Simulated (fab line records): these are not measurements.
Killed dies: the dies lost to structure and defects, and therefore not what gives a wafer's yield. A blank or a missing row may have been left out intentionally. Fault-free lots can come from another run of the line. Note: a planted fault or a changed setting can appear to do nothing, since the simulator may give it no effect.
Chamber matching    flow nandHarc    NHARC_P_M0_PRE_CLEAN_31 on pecvd-04 has 3 sister chambers
The step time 12 s. 3 wafers are shown with their chamber, then 8 later ones without.

== WAFERS PAIRED WITH THEIR CHAMBERS ==
wafer   chamber  heaterPowerW (W)
L261.3  0        672
L261.4  1        764
L262.1  2        595

== WAFERS MISSING THEIR CHAMBER ==
wafer   heaterPowerW (W)
L262.4  665
L262.6  599
L265.1  689
L265.4  728
L265.6  670
L276.1  590
L276.4  683
L276.5  668

== EACH ONE'S CHAMBER ==
wafer    from the rows above       in truth
L262.4   0                         0
L262.6   2                         2
L265.1   0                         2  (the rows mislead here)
L265.4   can't be placed: 1 or 0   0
L265.6   0                         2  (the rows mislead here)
L276.1   2                         2
L276.4   0                         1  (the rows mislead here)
L276.5   0                         0
Correct placement for 4 of the 8. Cannot be placed on the basis of these rows: 1; the candidates contain the true chamber in 1. 3 placed wrongly.
How it was worked out, from the rows above alone: a wafer's distance from a chamber is the root of the sum, over the readings, of the square of ((its reading less the chamber's mean) divided by the reading's scatter). If the next closest chamber is less than 2 further off than the closest, the wafer can't be placed; otherwise it belongs to the closest. A chamber's mean is the mean of its shown wafers. The scatter: with one shown wafer a chamber, the root of the mean of the squares of how far each hidden wafer lies from its nearest shown one.
